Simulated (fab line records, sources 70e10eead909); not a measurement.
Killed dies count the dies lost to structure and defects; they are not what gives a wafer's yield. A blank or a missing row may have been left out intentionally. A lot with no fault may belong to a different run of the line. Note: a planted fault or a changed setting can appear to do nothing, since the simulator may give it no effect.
A struck lot beside a sound one -- flow nand-harc -- 15 steps out of a route of 1302
Sound: wafers L769.1, L769.2, L769.6. Wafers struck: L768.3, L768.5, L768.6. Last of all comes the cause.
At each step with rows: each side's tool, then ch and its chambers, then its first start. Under that, the readings that differ: sound wafers -- struck wafers -- difference of the means -- sigmas: that difference in standard deviations of wafers without a fault.
alike: a reading whose means differ by less than 2 such deviations, as well as words and numbers matching on both sides. not compared: withheld readings; readings where some wafer has no value; bounds like >300 that might hide an equal value; numbers whose values overlap and for which the record gives no deviation.
The two part at a step that has a row with sigmas, a row that says differs or no value, or rows on one side only. When numbers do not overlap yet have no deviation, they are printed without sigmas and do not part them. Lack of a reading on every wafer of one side parts them only where that side has two or more wafers.

NHARC_A_CONTACT_ETCH_138: etches the open film in C4F8/O2/Ar, time 311 s, target depth 1914 nm.
  sound on har-cap-etch-02 ch 0,1, day 28 14:56; struck on har-cap-etch-03 ch 0,1, day 28 12:32
  not compared: rf-hours-counter-h
NHARC_A_CONTACT_ETCH_139: etches the open film in C4F8/O2/Ar, time 195 s, target depth 840 nm.
  sound on har-cap-etch-02 ch 0,1, day 28 15:13; struck on har-cap-etch-03 ch 0,1, day 28 12:49
  not compared: rf-hours-counter-h
then, 1 step without rows for these wafers: NHARC_A_CONTACT_ETCH_92 (etches the open film in CH3F/O2, target depth 40 nm, time 85.7 s).
NHARC_A_CONTACT_ETCH_98: etches the open film in C4F6/O2, target depth 20 nm, time 10 s.
  sound on rie-diel-08 ch 0,2, day 28 15:56; struck on rie-diel-08 ch 0,3
  alike: c4f6-flow-sccm, drypump-motor-current-A, mfc-ar-sccm, oes-product-au, rf-vpp-V, showerhead-plenum-p-Torr, throttle-valve-pct
  not compared: rf-hours-counter-h
NHARC_A_CONTACT_CD_MEAS_15:
  struck on cd-sem-02, day 28 13:28; sound on cd-sem-02, day 28 16:01
  alike: cd-nm
then, 4 steps without rows for these wafers: NHARC_A_CONTACT_STRIP_107 (strips in N2/H2); NHARC_A_CONTACT_STRIP_108 (strips in CF4/CHF3); NHARC_A_CONTACT_STRIP_109 (strips in O2/COS); NHARC_A_CONTACT_ETCH_110 (etches the open film in CF4/O2, target depth 60 nm, overetch 6 nm, time 33 s).
NHARC_A_CONTACT_STRIP_26: strips in O2.
  sound on rie-diel-08 ch 0,1,2; struck on rie-diel-08 ch 2,3
  alike: drypump-motor-current-A, mfc-ar-sccm, oes-product-au, rf-vpp-V, showerhead-plenum-p-Torr, throttle-valve-pct
  not compared: rf-hours-counter-h
then, 1 step without rows for these wafers: NHARC_A_CONTACT_STRIP_27 (strips in post etch residue remover, time 600 s).
NHARC_A_CONTACT_ALD_18: deposits TiN, target thk 3 nm, pulse time 1 s, ald cycles 150.
  sound on ald-metal-03 ch 0,3, day 28 17:04; struck on ald-metal-01 ch 0,1,3, day 28 14:40
  alike: heater-power-w, precursor-pulse-height-rel
NHARC_A_CONTACT_CVD_19: deposits W, target thk 300 nm, time 802 s.
  sound on cvd-w-01 ch 0,1, day 28 17:16; struck on cvd-w-02 ch 0,1, day 28 16:02
  alike: heater-power-w, mfc-ar-sccm, mfc-h2-sccm, throttle-valve-pct
NHARC_A_CONTACT_CMP_20: polishes, t overpolish 30 s, target thk 300 nm.
  sound on cmp-03 ch 0,1,2, day 28 18:10; struck on cmp-03 ch 1,2,3, day 28 16:51
reading,sound,struck,difference,sigmas
time-to-endpoint-s (s),61 63 61,119 120 121,+58,+18
  alike: motor-current-A, overpolish-run-s, slurry-filter-dp-kPa, slurry-flow-ml-min
-- jump in the record: it breaks off in module A_CONTACT and resumes in module END (first step shown: number 1302 of the route), and 3 days separate the struck wafers' starts before and after --
NHARC_END_SORT_01:
  sound on prober-01 ch 0, day 30 12:39; struck on prober-02 ch 0, day 31 05:35
  alike: killed-at-array, killed-at-other, killed-at-periphery, killed-dies, killed-open, killed-short

WHERE THEY PART
At NHARC_A_CONTACT_CMP_20 and nowhere else, as far as this record goes. Later steps at which nothing parts them and some readings are alike: NHARC_END_SORT_01.

WHY: the cause the simulator had injected
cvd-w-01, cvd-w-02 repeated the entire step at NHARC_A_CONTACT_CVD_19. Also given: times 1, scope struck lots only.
